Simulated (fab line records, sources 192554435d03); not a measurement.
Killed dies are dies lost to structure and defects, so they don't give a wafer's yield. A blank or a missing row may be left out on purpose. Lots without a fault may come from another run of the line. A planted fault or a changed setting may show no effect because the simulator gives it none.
fab line records | flow n5_finfet | part 1 of 2: steps 1 to 17 of 23
record lots=5 wafers=15 last_day=17
route steps=1938 shown BEOL_M4@1043
lots that met no fault: from a run of the same line without faults
start_h: hours from the record's first day to the start of the lot's first wafer shown | wait_h: hours since the lot's step before | " the same as in the row above | L1.1+2: a row that stands for several wafers | - no value, or no start given | * or withheld: withheld | < > ~ a bound
route shown NAME@n: a module of which the file shows steps, and the number in the route of the first | usual: mean/standard deviation of fault-free wafers | same: alike in all rows | chamber/n: place in a boat | sites: the reading at each site | _std_site: their standard deviation | _edge_site: outer sites' mean less inner sites' | radius_mm: how far each site lies from the wafer's centre | mask NAME#n: copy n | behind: the tool/chamber that last shaped the wafer | hold: why the lot was held/for how many hours/how that ended | device: the transistor (n, p or np) that didn't switch | end of line: the same wafers' tests at the end of the route | a step without rows: its recipe alone | killed: dies lost to structure and defects at the first sort, not the wafer's yield | map: a wafer's dies, x killed, . not, _ none there
set.NAME: the setting as run; set.NAME@STEP: as run at that earlier step | model.NAME: the simulator's own value behind a step, which no gauge read
lots at some steps of the route; a table a step, a row a wafer
services: from which hour (start_h, from the record's first day; less than 0 if before it) a tool's chamber was out of use, for how many hours, and why
## steps
# step N5_BEOL_M4_STRIP_66
# recipe chemistry=CF4 resist=SiARC power_w=300 bias_power_w=75 pressure_mtorr=50 cf4_flow_sccm=150 rf_frequency_hz=6e+07
# usual chamber_pressure_mTorr=50.01/0.046 drypump_motor_current_A=5.7/0.47 oes_product_au=0.78/0.091 rf_vpp_V=271.7/1.6 showerhead_plenum_p_Torr=1.82/0.067 throttle_valve_pct=13.58/0.26
# columns lot.wafer tool chamber start_h wait_h chamber_pressure_mTorr drypump_motor_current_A oes_product_au rf_hours_counter_h rf_vpp_V showerhead_plenum_p_Torr throttle_valve_pct
L080.2 rie_diel-05 0 195.07 0.0 49.96 5.9 0.89 31 270.1 1.76 13.17
L080.4 " 2 " " 50.02 5.5 0.89 17 274.5 1.91 13.36
L080.6 " 2 " " 49.95 5.5 0.88 - 273.0 1.91 13.37
L089.1 rie_diel-02 2 255.84 0.0 49.98 5.9 0.71 221 271.8 1.84 13.66
L089.4 " 0 " " 50.08 6.4 0.72 202 271.5 1.77 13.47
L089.6 " 3 " " 49.97 5.7 0.94 - 270.4 1.76 13.18
L093.2 rie_diel-02 2 279.78 0.0 49.98 5.9 0.70 229 271.8 1.84 13.65
L093.3 " 1 " " 49.94 6.5 0.77 115 273.9 1.88 13.43
L093.5 " 3 " " 49.97 5.8 0.92 - 270.5 1.76 13.23
L095.1 rie_diel-05 3 294.50 0.0 50.04 4.9 0.68 237 272.2 1.84 13.84
L095.5 " 0 " " 50.05 5.9 0.84 - 269.6 1.75 13.26
L095.6 " 1 " " 50.02 5.2 0.77 - 270.1 1.81 13.87
L096.1 rie_diel-02 2 296.86 0.0 49.97 5.9 0.70 235 272.2 1.84 13.66
L096.2 " 1 " " 49.99 6.6 0.77 121 272.2 1.88 13.44
L096.6 " 0 " " 50.01 6.3 0.71 - 271.9 1.77 13.51
# step N5_BEOL_M4_HM_OPEN_17
# recipe chemistry=Cl2/BCl3 target_depth_a=200 overetch_a=60 target=TiN mask_material=SOC ion_energy_ev=150 pressure_mtorr=10 icp_w=1000 bias_w=126 Cl2_flow_sccm=53.25 bcl3_flow_sccm=21.75 Ar_flow_sccm=25
# usual bcl3_flow_sccm=21.75/0.057 chamber_pressure_mTorr=10.000/0.0093 drypump_motor_current_A=5.8/0.33 he_backside_leak_sccm=3.3/0.33 oes_product_au=0.69/0.09 throttle_valve_pct=22.11/0.14
# columns lot.wafer tool chamber start_h wait_h bcl3_flow_sccm chamber_pressure_mTorr drypump_motor_current_A he_backside_leak_sccm oes_product_au rf_hours_counter_h throttle_valve_pct
L080.2 rie_metal-03 0 195.11 0.0 21.75 10.005 6.0 3.3 0.60 78 21.93
L080.4 " 1 " " 21.79 9.998 5.8 3.3 0.55 - 22.48
L080.6 " 1 " " 21.74 10.009 5.8 3.4 0.54 - 22.48
L089.1 rie_metal-01 0 255.88 0.0 21.83 9.995 5.7 3.3 0.79 11 22.01
L089.4 " 1 " " 21.79 10.021 6.4 3.5 0.63 - 22.04
L089.6 " 1 " " 21.76 9.996 6.3 3.5 0.63 - 22.04
L093.2 rie_metal-02 1 279.82 0.0 21.82 10.025 5.5 3.5 0.62 60 22.13
L093.3 " 1 " " 21.87 9.982 5.5 3.4 0.62 - 22.11
L093.5 " 1 " " 21.81 9.981 5.5 3.2 0.62 - 22.11
L095.1 rie_metal-03 0 294.54 0.0 21.82 9.998 6.0 3.4 0.59 88 21.94
L095.5 " 1 " " 21.82 10.011 5.8 3.2 0.79 - 22.22
L095.6 " 0 " " 21.83 9.988 6.0 3.3 0.59 - 21.94
L096.1 rie_metal-03 0 296.90 0.0 21.76 10.002 6.0 5.8 0.58 89 21.94
L096.2 " 1 " " 21.65 9.988 5.8 3.1 0.78 5 22.25
L096.6 " 0 " " 21.68 9.986 6.0 3.4 0.58 - 21.95
# step N5_BEOL_M4_STRIP_19
# recipe chemistry=O2 power_w=400 temp_c=40 pressure_mtorr=30 rf_frequency_hz=6e+07 bias_power_w=0 overash_fraction=0.2 o2_flow_sccm=225
# usual chamber_pressure_mTorr=29.996/0.026 drypump_motor_current_A=5.6/0.47 oes_product_au=0.81/0.095 rf_vpp_V=3.6/0.49 showerhead_plenum_p_Torr=2.14/0.076 throttle_valve_pct=16.66/0.25
# columns lot.wafer tool chamber start_h wait_h chamber_pressure_mTorr drypump_motor_current_A oes_product_au rf_hours_counter_h rf_vpp_V showerhead_plenum_p_Torr throttle_valve_pct
L080.2 rie_diel-06 0 195.25 0.1 30.000 5.8 0.68 239 3.7 2.07 17.12
L080.4 " 2 " " 29.985 5.1 0.71 191 3.2 2.01 17.07
L080.6 " 0 " " 29.988 5.8 0.68 - 3.9 2.07 17.12
L089.1 rie_diel-06 1 256.39 0.5 29.972 5.9 0.92 30 2.8 2.22 16.78
L089.4 " 2 " " 30.004 5.1 0.70 - 3.6 2.00 17.12
L089.6 " 3 " " 29.964 5.7 0.84 - 3.5 2.21 16.50
L093.2 rie_diel-05 0 280.12 0.3 29.976 5.9 0.85 62 3.2 2.04 16.31
L093.3 " 3 " " 30.007 4.8 0.67 233 3.2 2.15 16.77
L093.5 " 2 " " 30.025 5.5 0.85 - 3.6 2.22 16.55
L095.1 rie_diel-05 0 294.65 0.1 30.013 5.9 0.84 66 3.1 2.03 16.33
L095.5 " 2 " " 29.987 5.5 0.83 - 3.4 2.22 16.55
L095.6 " 1 " " 30.011 5.2 0.78 - 3.7 2.11 16.95
L096.1 rie_diel-05 2 297.01 0.1 30.006 5.5 0.84 53 3.4 2.22 16.55
L096.2 " 1 " " 29.988 5.2 0.77 116 4.1 2.11 16.96
L096.6 " 2 " " 30.025 5.5 0.84 - 3.7 2.22 16.57
# step N5_BEOL_M4_CD_MEAS_18
# recipe pitch_nm=36 target_cd_nm=18
# usual cd_nm=18.00/0.3
# columns lot.wafer tool chamber start_h wait_h cd_nm
L080.2 cd_sem-03 - 195.32 0.1 18.21
L080.4 " - " " 18.29
L080.6 " - " " 18.16
L089.1 cd_sem-03 - 256.46 0.0 17.80
L089.4 " - " " 17.77
L089.6 " - " " 18.46
L093.2 cd_sem-03 - 280.19 0.1 18.65
L093.3 " - " " 18.51
L093.5 " - " " 18.28
L095.1 cd_sem-02 - 294.72 0.0 17.92
L095.5 " - " " 18.30
L095.6 " - " " 17.45
L096.1 cd_sem-02 - 297.08 0.0 17.98
L096.2 " - " " 17.73
L096.6 " - " " 17.90
# step N5_BEOL_M4_COAT_67
# recipe resist=SOC temp_c=250 time_s=60 spin_rpm=1500 resist_thk_nm=60
# usual exhaust_pa=45.0/0.94 resist_line_temp_C=23.01/0.11
# columns lot.wafer tool chamber start_h wait_h exhaust_pa resist_line_temp_C
L080.2 litho_track-03 0 195.35 0.0 43.5 23.03
L080.4 " 0 " " 44.7 23.14
L080.6 " 0 " " 44.6 23.06
L089.1 litho_track-01 0 256.49 0.0 45.7 23.11
L089.4 " 0 " " 45.9 23.11
L089.6 " 0 " " 44.6 23.02
L093.2 litho_track-04 0 280.22 0.0 44.6 23.13
L093.3 " 0 " " 45.2 23.08
L093.5 " 0 " " 45.7 23.00
L095.1 litho_track-01 0 294.76 0.0 44.1 22.93
L095.5 " 0 " " 44.6 23.00
L095.6 " 0 " " 45.5 22.92
L096.1 litho_track-04 0 297.11 0.0 45.4 23.07
L096.2 " 0 " " 44.2 23.03
L096.6 " 0 " " 44.6 23.04
# step N5_BEOL_M4_COAT_68
# recipe resist=SiARC temp_c=220 time_s=60 spin_rpm=1500 resist_thk_nm=12
# usual exhaust_pa=44.8/0.83 resist_line_temp_C=23.00/0.098
# columns lot.wafer tool chamber start_h wait_h exhaust_pa resist_line_temp_C
L080.2 litho_track-03 0 - - 44.0 23.16
L080.4 " 0 " " 44.4 23.25
L080.6 " 0 " " 44.3 23.03
L089.1 litho_track-01 0 - - 44.2 23.05
L089.4 " 0 " " 44.0 23.01
L089.6 " 0 " " 43.7 23.01
L093.2 litho_track-04 0 - - 44.5 22.92
L093.3 " 0 " " 45.0 23.12
L093.5 " 0 " " 44.7 23.00
L095.1 litho_track-01 0 - - 44.5 22.98
L095.5 " 0 " " 44.9 23.03
L095.6 " 0 " " 45.7 22.90
L096.1 litho_track-04 0 - - 45.6 22.82
L096.2 " 0 " " 45.8 22.92
L096.6 " 0 " " 44.8 22.80
# step N5_BEOL_M4_COAT_76
# recipe resist=underlayer temp_c=205 time_s=60 spin_rpm=1500 resist_thk_nm=5
# usual exhaust_pa=45.0/0.89 resist_line_temp_C=22.99/0.093
# columns lot.wafer tool chamber start_h wait_h exhaust_pa resist_line_temp_C
L080.2 litho_track-03 0 - - 45.6 23.09
L080.4 " 0 " " 45.9 22.96
L080.6 " 0 " " 44.1 22.93
L089.1 litho_track-01 0 - - 43.6 22.98
L089.4 " 0 " " 43.9 23.04
L089.6 " 0 " " 43.3 23.14
L093.2 litho_track-04 0 - - 44.3 22.94
L093.3 " 0 " " 45.3 23.24
L093.5 " 0 " " 44.5 22.96
L095.1 litho_track-01 0 - - 45.8 22.79
L095.5 " 0 " " 45.2 22.93
L095.6 " 0 " " 44.9 22.97
L096.1 litho_track-04 0 - - 43.7 22.97
L096.2 " 0 " " 44.4 22.98
L096.6 " 0 " " 44.0 22.97
# step N5_BEOL_M4_COAT_22
# recipe resist=CAR-EUV spin_rpm=1500 resist_thk_nm=30
# usual exhaust_pa=45.0/0.82 resist_line_temp_C=22.98/0.11
# columns lot.wafer tool chamber start_h wait_h exhaust_pa resist_line_temp_C
L080.2 litho_track-03 0 - - 44.4 23.07
L080.4 " 0 " " 44.5 23.15
L080.6 " 0 " " 44.2 23.09
L089.1 litho_track-01 0 - - 44.6 22.91
L089.4 " 0 " " 43.9 22.90
L089.6 " 0 " " 44.0 23.11
L093.2 litho_track-04 0 - - 44.3 23.13
L093.3 " 0 " " 46.1 23.00
L093.5 " 0 " " 45.2 23.07
L095.1 litho_track-01 0 - - 43.9 22.78
L095.5 " 0 " " 44.8 22.85
L095.6 " 0 " " 44.4 22.94
L096.1 litho_track-04 0 - - 44.3 22.97
L096.2 " 0 " " 46.6 23.14
L096.6 " 0 " " 45.9 23.16
# step N5_BEOL_M4_EBR_24
# recipe solvent=PGMEA ebr_width_mm=1.5
# usual exhaust_pa=44.9/0.86 resist_line_temp_C=23.01/0.12
# columns lot.wafer tool chamber start_h wait_h exhaust_pa resist_line_temp_C
L080.2 litho_track-03 0 - - 45.0 22.87
L080.4 " 0 " " 44.5 22.94
L080.6 " 0 " " 45.1 22.92
L089.1 litho_track-01 0 - - 44.7 23.14
L089.4 " 0 " " 45.0 22.92
L089.6 " 0 " " 44.2 23.11
L093.2 litho_track-04 0 - - 44.5 23.14
L093.3 " 0 " " 45.9 23.03
L093.5 " 0 " " 44.8 22.91
L095.1 litho_track-01 0 - - 44.8 23.15
L095.5 " 0 " " 44.6 22.98
L095.6 " 0 " " 45.3 22.87
L096.1 litho_track-04 0 - - 44.8 22.85
L096.2 " 0 " " 44.2 22.97
L096.6 " 0 " " 44.0 23.11
# step N5_BEOL_M4_SOFTBAKE_23
# recipe temp_c=110 time_s=60 resist=CAR-EUV
# usual exhaust_pa=45.0/0.96 resist_line_temp_C=22.98/0.097
# columns lot.wafer tool chamber start_h wait_h exhaust_pa resist_line_temp_C
L080.2 litho_track-03 0 - - 46.9 22.76
L080.4 " 0 " " 44.8 22.84
L080.6 " 0 " " 44.5 22.84
L089.1 litho_track-01 0 - - 45.1 22.85
L089.4 " 0 " " 46.0 22.80
L089.6 " 0 " " 47.2 23.03
L093.2 litho_track-04 0 - - 45.2 23.24
L093.3 " 0 " " 45.8 23.06
L093.5 " 0 " " 45.0 23.09
L095.1 litho_track-01 0 - - 44.3 22.95
L095.5 " 0 " " 43.5 22.82
L095.6 " 0 " " 44.2 23.01
L096.1 litho_track-04 0 - - 44.3 22.92
L096.2 " 0 " " 44.5 23.06
L096.6 " 0 " " 45.4 22.86
# step N5_BEOL_M4_EXPOSE_25
# recipe mask_id=V3 na=0.33 source_shape=quasar sigma_inner=0.2 sigma_outer=0.8 polarization=unpolarized defocus_nm=5 dose_mj=63
# usual reticle_temp_C=22.99/0.11
# columns lot.wafer tool chamber start_h wait_h mask reticle_temp_C
L080.2 euv_scanner-02 0 195.50 - V3#0 22.98
L080.4 " 0 " " V3#0 23.01
L080.6 " 0 " " V3#0 23.12
L089.1 euv_scanner-01 0 256.75 - V3#0 22.90
L089.4 " 0 " " V3#0 22.75
L089.6 " 0 " " V3#0 22.88
L093.2 euv_scanner-01 0 280.49 - V3#0 22.96
L093.3 " 0 " " V3#0 22.95
L093.5 " 0 " " V3#0 23.01
L095.1 euv_scanner-01 0 294.90 - V3#0 23.21
L095.5 " 0 " " V3#0 23.13
L095.6 " 0 " " V3#0 23.23
L096.1 euv_scanner-02 0 297.38 - V3#0 22.87
L096.2 " 0 " " V3#0 22.94
L096.6 " 0 " " V3#0 22.83
# step N5_BEOL_M4_PEB_26
# recipe peb_temp_c=100 peb_time_s=60 resist=CAR-EUV
# usual exhaust_pa=45.0/0.95 resist_line_temp_C=22.99/0.1
# columns lot.wafer tool chamber start_h wait_h exhaust_pa resist_line_temp_C
L080.2 litho_track-01 0 195.57 0.1 44.3 22.94
L080.4 " 0 " " 45.4 22.92
L080.6 " 0 " " 45.7 23.04
L089.1 litho_track-01 0 256.83 0.1 45.7 23.01
L089.4 " 0 " " 45.5 23.04
L089.6 " 0 " " 44.5 23.09
L093.2 litho_track-01 0 280.56 0.1 45.6 22.99
L093.3 " 0 " " 45.0 23.05
L093.5 " 0 " " 43.1 23.07
L095.1 litho_track-01 0 294.97 0.1 45.5 23.10
L095.5 " 0 " " 46.1 23.10
L095.6 " 0 " " 45.8 23.06
L096.1 litho_track-04 0 297.45 0.1 46.1 22.83
L096.2 " 0 " " 45.1 22.81
L096.6 " 0 " " 44.6 22.98
# step N5_BEOL_M4_DEVELOP_27
# recipe develop_time_s=30 developer=TMAH resist=CAR-EUV rinse_liquid=surfactant_rinse dry=air_spin dev_temp_c=23
# usual exhaust_pa=45.1/1.1 resist_line_temp_C=23.01/0.096
# columns lot.wafer tool chamber start_h wait_h exhaust_pa resist_line_temp_C
L080.2 litho_track-01 0 - - 46.7 22.90
L080.4 " 0 " " 45.1 23.07
L080.6 " 0 " " 46.6 22.88
L089.1 litho_track-01 0 - - 45.4 23.06
L089.4 " 0 " " 45.3 22.77
L089.6 " 0 " " 45.6 22.96
L093.2 litho_track-01 0 - - 44.0 23.04
L093.3 " 0 " " 46.4 22.96
L093.5 " 0 " " 45.5 22.98
L095.1 litho_track-01 0 - - 46.0 23.00
L095.5 " 0 " " 46.1 23.01
L095.6 " 0 " " 46.4 22.99
L096.1 litho_track-04 0 - - 46.2 22.89
L096.2 " 0 " " 45.8 22.98
L096.6 " 0 " " 45.6 22.91
# step N5_BEOL_M4_CD_MEAS_28
# recipe target_cd_nm=26.2 landing_energy_ev=500 detector=se_inlens target_cd_y_nm=24.1 polarity=opening
# usual cd_nm=26.23/0.24
# columns lot.wafer tool chamber start_h wait_h cd_nm
L080.2 cd_sem-03 0 195.64 - 26.08
L080.4 " 0 " " 26.26
L080.6 " 0 " " 26.10
L089.1 cd_sem-03 0 256.90 - 26.48
L089.4 " 0 " " 26.15
L089.6 " 0 " " 26.02
L093.2 cd_sem-02 0 280.63 - 26.08
L093.3 " 0 " " 26.43
L093.5 " 0 " " 25.98
L095.1 cd_sem-03 0 295.04 - 26.16
L095.5 " 0 " " 26.06
L095.6 " 0 " " 26.33
L096.1 cd_sem-03 0 297.52 - 26.21
L096.2 " 0 " " 26.33
L096.6 " 0 " " 26.33
# step N5_BEOL_M4_OVL_MEAS_29
# recipe points_per_wafer=522
# usual V3_OVL=-0.2/0.56
# columns lot.wafer tool chamber start_h wait_h V3_OVL[nm]
L080.2 overlay-01 0 195.67 0.0 -0.4
L080.4 " 0 " " 0.3
L080.6 " 0 " " 0.1
L089.1 overlay-01 0 256.93 0.0 -0.3
L089.4 " 0 " " 0.0
L089.6 " 0 " " 0.4
L093.2 overlay-01 0 280.67 0.0 -0.1
L093.3 " 0 " " -0.7
L093.5 " 0 " " -1.3
L095.1 overlay-01 0 295.07 0.0 0.1
L095.5 " 0 " " 0.1
L095.6 " 0 " " -0.2
L096.1 overlay-01 0 297.55 0.0 0.1
L096.2 " 0 " " 0.4
L096.6 " 0 " " -0.4
# step N5_BEOL_M4_INSPECT_30
# recipe mode=adi inspect_instrument=brightfield
# usual raw_defect_count=412/100
# columns lot.wafer tool chamber start_h wait_h raw_defect_count
L080.2 defect_inspect-01 - 195.73 0.0 393
L080.4 " - " " 437
L080.6 " - " " 382
L089.1 defect_inspect-02 - 256.99 0.1 345
L089.4 " - " " 441
L089.6 " - " " 228
L093.2 defect_inspect-01 - 280.72 0.0 538
L093.3 " - " " 447
L093.5 " - " " 422
L095.1 defect_inspect-02 - 295.13 0.1 337
L095.5 " - " " 514
L095.6 " - " " 368
L096.1 defect_inspect-01 - 297.61 0.1 414
L096.2 " - " " 453
L096.6 " - " " 287
# step N5_BEOL_M4_DESCUM_33
# recipe chemistry=O2 time_s=7 source_power_w=50 bias_power_w=20 pressure_mtorr=20 rf_frequency_hz=2.712e+07 temp_c=40 resist=CAR-EUV o2_flow_sccm=225
# usual chamber_pressure_mTorr=20.000/0.02 drypump_motor_current_A=5.8/0.47 oes_product_au=0.79/0.095 rf_vpp_V=243.7/1.5 showerhead_plenum_p_Torr=2.13/0.075 throttle_valve_pct=20.42/0.25
# columns lot.wafer tool chamber start_h wait_h chamber_pressure_mTorr drypump_motor_current_A oes_product_au rf_hours_counter_h rf_vpp_V showerhead_plenum_p_Torr throttle_valve_pct
L080.2 rie_diel-02 2 195.76 0.0 20.007 5.9 0.73 198 244.1 2.17 20.42
L080.4 " 0 " " 20.040 6.3 0.75 181 241.7 2.08 20.22
L080.6 " 3 " " 20.002 5.8 0.67 - 242.9 2.06 20.48
L089.1 rie_diel-06 1 257.02 0.0 20.021 5.9 0.92 30 245.1 2.21 20.57
L089.4 " 3 " " 19.963 5.7 0.85 - 247.7 2.20 20.26
L089.6 " 1 " " 20.012 5.9 0.91 - 243.7 2.21 20.57
L093.2 rie_diel-05 2 280.75 0.0 19.990 5.6 0.85 48 245.5 2.22 20.28
L093.3 " 0 " " 20.002 5.9 0.86 62 242.3 2.03 20.06
L093.5 " 3 " " 19.979 4.8 0.67 - 245.0 2.14 20.45
L095.1 rie_diel-05 3 295.17 0.0 20.003 4.9 0.67 237 243.9 2.14 20.46
L095.5 " 3 " " 20.001 4.8 0.67 - 244.7 2.14 20.46
L095.6 " 0 " " 20.015 5.9 0.85 - 242.1 2.03 20.07
L096.1 rie_diel-02 2 297.64 0.0 20.009 5.9 0.69 235 245.3 2.16 20.48
L096.2 " 1 " " 20.014 6.5 0.77 121 244.4 2.20 20.24
L096.6 " 2 " " 20.001 5.9 0.69 - 244.5 2.16 20.46
